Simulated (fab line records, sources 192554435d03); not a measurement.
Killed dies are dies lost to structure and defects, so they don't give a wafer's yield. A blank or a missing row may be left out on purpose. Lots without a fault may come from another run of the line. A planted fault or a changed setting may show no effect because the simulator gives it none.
Which tool did it? | flow n5_finfet | 7 lots, 20 wafers sampled, at 4 steps of a route of 1938

WHAT THE GAUGES READ, wafer by wafer
N5_BEOL_M3_THK_MEAS_01.
lot  | measured     | on            | M3_ILD_THK (nm)
L251 | day 7 16:16  | film_metro-01 | 76.5 80.8 78.6
L253 | day 8 11:15  | film_metro-01 | 78.7 79.6 80.9
L255 | day 8 22:08  | film_metro-01 | 77.5 79.0 78.8
L258 | day 9 15:40  | film_metro-02 | 78.5 50.7 79.1
L268 | day 12 11:34 | film_metro-01 | 77.4 76.9 79.9
L269 | day 12 15:25 | film_metro-02 | 77.8 77.9 78.4
L271 | day 13 13:13 | film_metro-02 | 79.7 79.0

WHICH TOOL RAN EACH LOT (tool, then ch and the chambers of the sampled wafers, then the start)
lot  | N5_BEOL_M2_SPUTTER_92        | N5_BEOL_M2_ANNEAL_95         | N5_BEOL_M3_ILD_DEP_00
L251 | pvd_sputter-02, day 7 14:37  | pvd_sputter-02, day 7 14:55  | pecvd-01 ch 0,1,2, day 7 16:12
L253 | pvd_sputter-01, day 8 09:38  | pvd_sputter-01, day 8 09:56  | pecvd-01 ch 0,1,2, day 8 11:11
L255 | pvd_sputter-02, day 8 20:31  | pvd_sputter-02, day 8 20:49  | pecvd-02 ch 0,2, day 8 22:04
L258 | pvd_sputter-02, day 9 14:02  | pvd_sputter-02, day 9 14:20  | pecvd-01 ch 0,2, day 9 15:35
L268 | pvd_sputter-02, day 12 09:58 | pvd_sputter-02, day 12 10:16 | pecvd-02 ch 0,1,2, day 12 11:31
L269 | pvd_sputter-03, day 12 13:48 | pvd_sputter-03, day 12 14:06 | pecvd-02 ch 0,2, day 12 15:21
L271 | pvd_sputter-03, day 13 11:36 | pvd_sputter-03, day 13 11:54 | pecvd-04 ch 1,2, day 13 13:09
- N5_BEOL_M2_SPUTTER_92: material Cu, target thk 4.5 nm, time 8.29 s.
- N5_BEOL_M2_ANNEAL_95: time 240 s.
- N5_BEOL_M3_ILD_DEP_00: deposits SiOC from DEMS/O2, target thk 79 nm, time 15.3 s.

THE ANSWER, worked out from the rows above alone
Rule: what is usual is taken from the lots themselves. Put in order of their means at a reading, lots are off if they are a third of the lots or fewer, leave a main group of 4 or more, and stand apart from it by a gap of 3 or more times the standard deviation of the main group's means; of several such gaps the widest counts. A main group whose means are all the same, to the digits that the tables above print for the reading, isn't used. A lot without any number at a reading at which 4 lots or more have one is off too. The other lots that the step has rows for count as sound.
Off: L258, at N5_BEOL_M3_THK_MEAS_01 (M3_ILD_THK). The main group: mean 78.7 nm, standard deviation 0.63.
A tool fits if, at a process step before that reading, it ran every lot that is off, and no sound lot after the first of them. The gauges at N5_BEOL_M3_THK_MEAS_01 are tried like those tools. One fits: pecvd-01 at N5_BEOL_M3_ILD_DEP_00. Its last sound lot is L253 (day 8 11:11), its first lot that is off L258 (day 9 15:35): a fault that began between those two fits.

WHAT THE SIMULATOR HAD PUT IN
Process parameter drift: pecvd-01, from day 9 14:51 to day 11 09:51, at N5_BEOL_M3_ILD_DEP_00. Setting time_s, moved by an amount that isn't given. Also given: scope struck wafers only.
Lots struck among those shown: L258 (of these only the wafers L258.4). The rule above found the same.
